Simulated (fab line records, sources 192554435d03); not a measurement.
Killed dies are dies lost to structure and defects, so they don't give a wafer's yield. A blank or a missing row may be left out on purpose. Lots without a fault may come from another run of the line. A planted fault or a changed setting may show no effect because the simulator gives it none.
Chamber matching | flow n5_finfet | N5_DUMMY_GATE_DESCUM_20 on rie_diel-06: 4 sister chambers
The step chemistry O2, time 6.2 s. 27 wafers are shown with their chamber, then 12 later ones without.

WAFERS WITH THEIR CHAMBER
wafer  | chamber | showerhead_plenum_p_Torr (Torr) | drypump_motor_current_A (A) | throttle_valve_pct (%)
L074.2 | 3       | 2.21                            | 5.7                         | 20.24
L074.3 | 2       | 2.06                            | 5.0                         | 20.32
L074.6 | 0       | 2.01                            | 6.2                         | 20.52
L075.1 | 2       | 2.06                            | 5.0                         | 20.32
L075.2 | 0       | 2.01                            | 6.2                         | 20.53
L075.3 | 1       | 2.09                            | 5.1                         | 20.40
L075.4 | 3       | 2.21                            | 5.7                         | 20.26
L075.5 | 0       | 2.01                            | 6.3                         | 20.52
L075.6 | 1       | 2.09                            | 5.1                         | 20.42
L080.1 | 0       | 2.01                            | 6.3                         | 20.55
L080.4 | 3       | 2.21                            | 5.7                         | 20.26
L080.5 | 0       | 2.01                            | 6.2                         | 20.54
L081.3 | 1       | 2.09                            | 5.1                         | 20.42
L081.4 | 0       | 2.01                            | 6.2                         | 20.54
L081.6 | 2       | 2.06                            | 4.9                         | 19.92
L084.1 | 1       | 2.09                            | 5.1                         | 20.46
L084.2 | 3       | 2.20                            | 5.7                         | 20.27
L084.3 | 2       | 2.06                            | 4.9                         | 19.93
L084.4 | 0       | 2.00                            | 6.2                         | 20.57
L084.5 | 0       | 2.00                            | 6.2                         | 20.56
L084.6 | 3       | 2.20                            | 5.7                         | 20.27
L086.1 | 3       | 2.20                            | 5.7                         | 20.29
L086.3 | 0       | 2.00                            | 6.2                         | 20.55
L086.4 | 0       | 2.00                            | 6.2                         | 20.55
L087.3 | 0       | 2.00                            | 6.2                         | 20.57
L087.4 | 1       | 2.08                            | 5.0                         | 20.44
L087.5 | 2       | 2.06                            | 5.0                         | 19.93

SIGNATURES (means of the wafers above)
reading                  | chamber 0 | chamber 1 | chamber 2 | chamber 3 | scatter within a chamber
showerhead_plenum_p_Torr | 2.0055    | 2.0880    | 2.0600    | 2.2050    | 0.00468
drypump_motor_current_A  | 6.218     | 5.080     | 4.960     | 5.700     | 0.0398
throttle_valve_pct       | 20.5455   | 20.4280   | 20.0840   | 20.2650   | 0.0914
Rule: a wafer's distance from a chamber is the root of the sum, over the readings, of the square of ((its reading less the chamber's mean) divided by the reading's scatter). The wafer belongs to the nearest chamber; if the next one is less than 2 further off, it can't be placed. The scatter: the root of (the sum of the squares of (reading less its chamber's mean) over the shown wafers, divided by (wafers less chambers)).

WAFERS WITHOUT THEIR CHAMBER
wafer  | showerhead_plenum_p_Torr (Torr) | drypump_motor_current_A (A) | throttle_valve_pct (%)
L089.1 | 2.20                            | 5.7                         | 20.30
L089.2 | 2.00                            | 6.2                         | 20.56
L089.3 | 2.05                            | 5.0                         | 19.95
L089.4 | 2.08                            | 5.0                         | 20.46
L089.5 | 2.08                            | 5.1                         | 20.46
L089.6 | 2.05                            | 5.0                         | 19.93
L093.2 | 2.05                            | 5.0                         | 19.97
L093.4 | 2.08                            | 5.1                         | 20.48
L093.6 | 2.20                            | 5.7                         | 20.29
L097.1 | 2.20                            | 5.7                         | 20.33
L097.3 | 2.00                            | 6.2                         | 20.60
L097.6 | 2.19                            | 5.7                         | 20.31

WHICH CHAMBER EACH WENT THROUGH
wafer  | from the rows above | in truth
L089.1 | 3                   | 3
L089.2 | 0                   | 0
L089.3 | 2                   | 2
L089.4 | 1                   | 1
L089.5 | 1                   | 1
L089.6 | 2                   | 2
L093.2 | 2                   | 2
L093.4 | 1                   | 1
L093.6 | 3                   | 3
L097.1 | 3                   | 3
L097.3 | 0                   | 0
L097.6 | 3                   | 3
Placed correctly: 12 of 12. Can't be placed from these rows: 0. Placed wrongly: 0.
